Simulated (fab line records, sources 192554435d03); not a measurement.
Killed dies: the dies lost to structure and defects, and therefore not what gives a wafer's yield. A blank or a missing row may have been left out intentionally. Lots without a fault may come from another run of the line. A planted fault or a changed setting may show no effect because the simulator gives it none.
A struck lot beside a sound one + flow n5-finfet + 19 out of 1938 route steps
Sound: wafers L965.1, L965.5, L965.6. The struck wafers were L975.1, L975.4, L975.5. The cause comes at the end.
Each step with rows lists, per side, the tool, then ch with its chambers, then its first start. Under that, the readings that differ: sound wafers + struck wafers + difference of the means + sigmas: that difference in standard deviations of wafers without a fault.
alike: same words and numbers on both sides, and readings whose means sit less than 2 such deviations apart. not compared: any withheld reading, any reading some wafer has no value for, any bound like >300 that may hide the same value, and any number with overlapping values for which the record gives no deviation.
Wherever a step has rows on one side only, a row that says differs or no value, or a row with sigmas, the two part there. When numbers do not overlap yet have no deviation, they are printed without sigmas and do not part them. A reading missing from all wafers of one side parts the sides only when that side holds two or more wafers.

first, 4 steps without rows for these wafers: N5_HKMG_FIN_PRECLEAN_64 (cleans in dHF, time 30 s); N5_HKMG_FIN_WET_ETCH_65 (etches a-Si in TMAH, stops on TiN, time 49 s, target depth 3 nm); N5_HKMG_FIN_WET_ETCH_81 (etches TiN in SC1, stops on HfO2, time 57 s, target depth 6 nm); N5_HKMG_FIN_WET_ETCH_82 (etches La2O3 in dHCl, stops on HfO2, target depth 2 nm, rinse time 30 s).
N5_HKMG_FIN_ALD_36: deposits TiN, target thk 1 nm, pulse time 1 s, purge time 3 s.
  sound on ald-metal-02 ch 0,1,2, day 4 11:34; struck on ald-metal-01 ch 0,2, day 6 20:07
  alike: heater-power-w, precursor-pulse-height-rel
N5_HKMG_FIN_THK_MEAS_70: measures by xrf.
  sound on film-metro-01, day 4 11:50; struck on film-metro-02, day 6 20:24
  alike: HK_THK
N5_HKMG_FIN_PWFM_ALD_03: deposits TiN, target thk 2 nm, pulse time 1 s, purge time 3 s.
  sound on ald-metal-04 ch 0,1,2, day 4 11:53; struck on ald-metal-02 ch 0,1,3, day 6 20:26
  alike: heater-power-w, precursor-pulse-height-rel
then, 5 steps without rows for these wafers: N5_HKMG_FIN_COAT_29 (time 60 s, resist thk 300 nm); N5_HKMG_FIN_COAT_30 (time 60 s, resist thk 35 nm); N5_HKMG_FIN_COAT_06 (resist thk 90 nm); N5_HKMG_FIN_EBR_08; N5_HKMG_FIN_SOFTBAKE_07 (time 60 s).
N5_HKMG_FIN_EXPOSE_09: exposes mask NWFM.
  sound on arfi-scanner-02 ch 0, day 4 12:35; struck on arfi-scanner-02 ch 0, day 6 21:09
| reading              | sound             | struck            | difference | sigmas      |
|----------------------|-------------------|-------------------|------------|-------------|
| exposure-dose-mJ-cm2 | 39.24 39.17 39.24 | 34.53 34.47 34.48 | -4.72      | -99 or more |
  alike: mask, focus-offset-nm
then, 2 steps without rows for these wafers: N5_HKMG_FIN_PEB_10 (peb time 60 s); N5_HKMG_FIN_DEVELOP_11 (develop time 30 s).
N5_HKMG_FIN_CD_MEAS_12: the cd target is 92.8 nm.
  sound on cd-sem-02 ch 0, day 4 12:43; struck on cd-sem-02 ch 0, day 6 21:16
| reading    | sound          | struck         | difference | sigmas |
|------------|----------------|----------------|------------|--------|
| cd-nm (nm) | 93.1 92.4 92.6 | 84.6 85.1 85.1 | -7.8       | -17    |
N5_HKMG_FIN_OVL_MEAS_13:
  sound on overlay-02 ch 0, day 4 12:44; struck on overlay-01 ch 0, day 6 21:18
  alike: NWFM_OVL
-- record jumps: 6 days separate the struck wafers' starts on either side; left off in module HKMG_FIN, taken up again in module BEOL_M4, whose first shown step is the route's number 1111 --
N5_BEOL_M4_RC_MEAS_101:
  sound on prober-02 ch 0, day 10 11:38; struck on prober-02 ch 0, day 12 23:37
  alike: DIBL_N, DIBL_P, IOFF_N, IOFF_P, ION_N, ION_P, SS_N, SS_P, VT_N, VT_P
-- a jump in the record: the struck wafers' starts before and after are 4 days apart (it breaks off in module BEOL_M4 and resumes in module PASSIVATION, where the first step shown is number 1936 of the route) --
N5_PASSIVATION_PROBE_49:
  record: rows for the struck wafers here (prober-02, day 17 01:08), none for the sound ones

WHERE THEY PART
First at N5_HKMG_FIN_EXPOSE_09; last, within this record, at N5_PASSIVATION_PROBE_49.

WHY: the cause the simulator had injected
Process parameter drift: arfi-scanner-02, from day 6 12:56 on, at N5_HKMG_FIN_EXPOSE_09. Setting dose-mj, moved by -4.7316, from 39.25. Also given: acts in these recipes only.
